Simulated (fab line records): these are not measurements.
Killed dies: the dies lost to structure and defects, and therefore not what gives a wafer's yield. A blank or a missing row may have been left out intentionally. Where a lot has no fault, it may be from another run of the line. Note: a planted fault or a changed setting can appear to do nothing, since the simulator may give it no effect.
8D (eight disciplines) problem report, filled in by code | flow n5Finfet | the parts of the form that need people (team, actions taken, sign-off) are left out

== 1. PROBLEM STATEMENT ==
Wafers with no fault read 11 with a standard deviation of 6, whereas killedAtContacts at N5_PASSIVATION_PROBE_49 reads a mean of 811 on 1 wafer of 1 lot. So: +99 or more standard deviations from the usual mean.
The first sign was on wafer L851.4 at day 15 15:31, on prober-02. The record has a number at this step for 34 wafers belonging to 12 lots. Rule for "out" (also "out of limits"): further than 4 standard deviations from the usual mean. The other wafers with a number count as sound.

== 2. WHAT IT IS AND WHAT IT IS NOT ==
question                    | is                                        | is not
which readings at this step | killedAtContacts, killedDies, killedOnRim | killed_at_M0_to_M3, killed_at_M4_up, killedAtFrontEnd, killedAtOther, killedOpen, killedShort
which lots                  | L851                                      | L839, L840, L841, L843, L844, L845, L846, L857, L858, L859, L861
which wafers of those lots  | L851.4                                    | L851.1, L851.3
read on which tools         | prober-02                                 | prober-01
when                        | from day 15 15:31                         | up to then (23 sound wafers); but 10 sound wafers of L857, L858, L859, L861 came after

== 3. SUSPECTS, AND WHAT RULES EACH OUT ==
Counting: any tool at a process step up to the reading remains a suspect provided it ran every lot that is out. Sound lots after the first of them don't rule it out here, since some wafers of a struck lot are sound.
- pvdSputter-01 at N5_MOL_CONTACT_COAG_PRE_CLEAN_142 (time 60 s): kept. It processed L851, the lot that is out, at day 8 03:02, and its most recent sound lot before then was L845 at day 6 08:14.
- aldSin-02 at N5_MOL_CONTACT_COAG_ALD_131 (deposits SiO2, target thk 5 nm, pulse time 1 s, co reactant pulse time 1 s): kept. It processed L851, the lot that is out, at day 8 07:40, and its most recent sound lot before then was L841 at day 5 15:22.
- rieDiel-05 at N5_MOL_CONTACT_COAG_ETCH_91 (etches SOC in N2/H2, target depth 60 nm, overetch 21 nm, time 101.2 s): kept. It processed L851, the lot that is out, at day 8 08:02, and its most recent sound lot before then was L846 at day 6 18:44.
- plasmaAsher-02 at N5_MOL_CONTACT_COAG_STRIP_119 (strips in N2/H2, time 30 s): kept. It processed L851, the lot that is out, at day 8 08:22, and its most recent sound lot before then was L844 at day 6 10:26.
- prober-02 at N5_PASSIVATION_PROBE_49: kept. It processed L851, the lot that is out, at day 15 15:22, and its most recent sound lot before then was L845 at day 13 17:11. Out on those wafers are its own readings of killedAtContacts, killedDies, killedOnRim.
- aldSin-02, N5_MOL_CONTACT_COAG_ALD_131: wafers that are out in chamber 3, sound lot-mates in chambers 0, 1.
- rieDiel-05, N5_MOL_CONTACT_COAG_ETCH_91: wafers that are out in chamber 0, sound lot-mates in chambers 1, 2.
Left after counting: pvdSputter-01 at N5_MOL_CONTACT_COAG_PRE_CLEAN_142, aldSin-02 at N5_MOL_CONTACT_COAG_ALD_131, rieDiel-05 at N5_MOL_CONTACT_COAG_ETCH_91, plasmaAsher-02 at N5_MOL_CONTACT_COAG_STRIP_119, prober-02 at N5_PASSIVATION_PROBE_49.

== 4. THE CAUSE (what the simulator had put in) ==
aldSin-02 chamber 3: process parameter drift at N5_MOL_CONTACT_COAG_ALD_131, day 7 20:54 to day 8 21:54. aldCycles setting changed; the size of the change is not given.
After counting, 5 suspects remain, this tool included.

== 5. THE EFFECT CHAIN, in route order ==
Each row: a reading whose mean over the struck wafers that have a number lies more than 3 standard deviations from the usual. Only readings for which the record gives a usual standard deviation are gone through. hours: the time from each lot's start at the first step in this table that gives one to its start at this step, as a median over the lots. sigmas: the change in usual standard deviations.
hours | step                        | reading              | usual        | on struck wafers | change | sigmas
0     | N5_MOL_CONTACT_COAG_ETCH_91 | chamberPressureMTorr | 29.998 mTorr | 30.083           | +0.085 | +3.0
175   | N5_PASSIVATION_PROBE_49     | killedAtContacts     | 11           | 811              | +800   | +99 or more
175   | N5_PASSIVATION_PROBE_49     | killedDies           | 100          | 914              | +814   | +48
175   | N5_PASSIVATION_PROBE_49     | killedOnRim          | 14           | 118              | +104   | +26
It contains these process steps:
- N5_MOL_CONTACT_COAG_ETCH_91: etches SOC in N2/H2, target depth 60 nm, overetch 21 nm, time 101.2 s.
- N5_PASSIVATION_PROBE_49

== 6. HOW IT WOULD HAVE BEEN CAUGHT EARLIER ==
187 hours passed between the start of the fault at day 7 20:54 and the first reading out of limits in this record, taken at day 15 15:31.
Tool readings at N5_MOL_CONTACT_COAG_ALD_131 with a usual standard deviation given in the record: none out on any struck wafer, hence no alarm at a limit of 4 standard deviations on them.
All the lots that are out (1) had begun N5_MOL_CONTACT_COAG_ALD_131 on aldSin-02 by day 15 15:31. None of them would have been spared by holding the tool at that moment.
